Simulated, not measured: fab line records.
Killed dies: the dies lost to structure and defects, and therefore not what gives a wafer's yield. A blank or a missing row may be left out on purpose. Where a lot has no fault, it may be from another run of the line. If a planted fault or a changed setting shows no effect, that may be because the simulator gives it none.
Struck lot and sound lot, side by side :: flow n5Finfet :: 23 steps out of a route of 1938
Sound: these wafers, L839.3, L839.4, L839.5. Struck: wafers L835.1, L835.4, L835.5. At the end, the cause is stated.
Per side, at each step with rows, come the tool, then ch with its chambers, and then its first start. Under that, the readings that differ: sound wafers :: struck wafers :: difference of the means :: sigmas: that difference in standard deviations of wafers without a fault.
alike: readings whose means differ by less than 2 such deviations, and words and numbers that are the same on both sides. not compared: withheld readings, readings that some wafer has no value for, bounds like >300 that may hide the same value, and numbers for which the record gives no deviation and whose values overlap.
A row with sigmas, a row that says differs or no value, or rows on one side alone: a step with any of these is where the two part. Numbers that don't overlap but have no deviation are shown without sigmas and don't part them. A reading missing from all wafers of one side parts the sides only when that side holds two or more wafers.

first, 8 steps without rows for these wafers: N5_BEOL_M9_ANNEAL_51 (time 90 s); N5_BEOL_M9_CMP_52 (polishes, stops on SiCOH lowk, t overpolish 7 s, target thk 140 nm); N5_BEOL_M9_PRE_CLEAN_55 (time 15 s); N5_BEOL_M9_DEP_56 (deposits SiCN from 3MS/NH3, target thk 15 nm, time 26.5 s); N5_BEOL_M10_ILD_DEP_00 (deposits SiCOH lowk from DEMS/porogen, target thk 308.51 nm, time 58 s); N5_BEOL_M10_CURE_71 (cures SiCOH lowk, time 240 s); N5_BEOL_M10_PECVD_70 (deposits SiO2 from TEOS/O2, target thk 20 nm, time 22.7 s); N5_BEOL_M10_HM_DEP_02 (deposits TiN, target thk 20 nm).
N5_BEOL_M10_COAT_59: time 60 s, resist thk 100 nm.
  sound on lithoTrack-01 ch 0, day 14 19:47; struck on lithoTrack-05 ch 0, day 13 16:49
reading: spinSpeedRpm (rpm)
sound: 1500.9 1502.2 1500.5
struck: 1657.4 1657.2 1657.5
difference: +156.2
sigmas: +99 or more

reading: model.SOC_of_BEOL_M10_COAT_59.thkNm (nm)
sound: 100 99.8 99.6
struck: 95 94.8 94.8
difference: -5
sigmas: 
then, 9 steps without rows for these wafers: N5_BEOL_M10_COAT_60 (time 60 s, resist thk 30 nm); N5_BEOL_M10_COAT_05 (resist thk 90 nm); N5_BEOL_M10_EBR_07; N5_BEOL_M10_SOFTBAKE_06 (time 60 s); N5_BEOL_M10_EXPOSE_08 (exposes mask M10); N5_BEOL_M10_PEB_09 (peb time 60 s); N5_BEOL_M10_DEVELOP_10 (develop time 30 s); N5_BEOL_M10_DESCUM_16 (chemistry O2, time 7.9 s); N5_BEOL_M10_ETCH_61 (etches SiARC in CF4, target depth 39 nm, time 65 s).
N5_BEOL_M10_ETCH_62: etches SOC in N2/H2, target depth 110 nm, overetch 22 nm, time 165 s.
  sound on rieDiel-03 ch 0,1,3, day 14 20:12; struck on rieDiel-01 ch 0,1,2, day 13 17:17
reading: model.etch.depthNm (nm)
sound: 100 99.82 99.66
struck: 94.93 94.82 94.86
difference: -4.96
sigmas: 
  alike: drypumpMotorCurrentA, oesProductAu, rfVppV, showerheadPlenumPTorr, throttleValvePct
  not compared: rfHoursCounterH
then, 2 steps without rows for these wafers: N5_BEOL_M10_STRIP_68 (strips in N2/H2); N5_BEOL_M10_STRIP_67 (strips in CF4).
N5_BEOL_M10_HM_OPEN_17: chemistry Cl2/BCl3, target TiN, target depth 20 nm, overetch 6 nm.
  sound on rieMetal-03 ch 0,1, day 14 20:25; struck on rieMetal-03 ch 1, day 13 17:28
reading: model.SOC_of_BEOL_M10_COAT_59.thkNm (nm)
sound: 92 92 91.6
struck: 87 86.8 86.8
difference: -5
sigmas: 
  alike: drypumpMotorCurrentA, oes_ar_750_au, oesProductAu, throttleValvePct
  not compared: rfHoursCounterH
then, 1 step without rows for these wafers: N5_BEOL_M10_STRIP_19 (strips in O2).

WHERE THEY PART
Only at N5_BEOL_M10_COAT_59, as far as this record shows. Later steps at which nothing parts them and some readings are alike: N5_BEOL_M10_ETCH_62, N5_BEOL_M10_HM_OPEN_17.

WHY: whatever the simulator had introduced
Process parameter drift: lithoTrack-05, from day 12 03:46 on, at N5_BEOL_M10_COAT_59. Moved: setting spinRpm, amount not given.
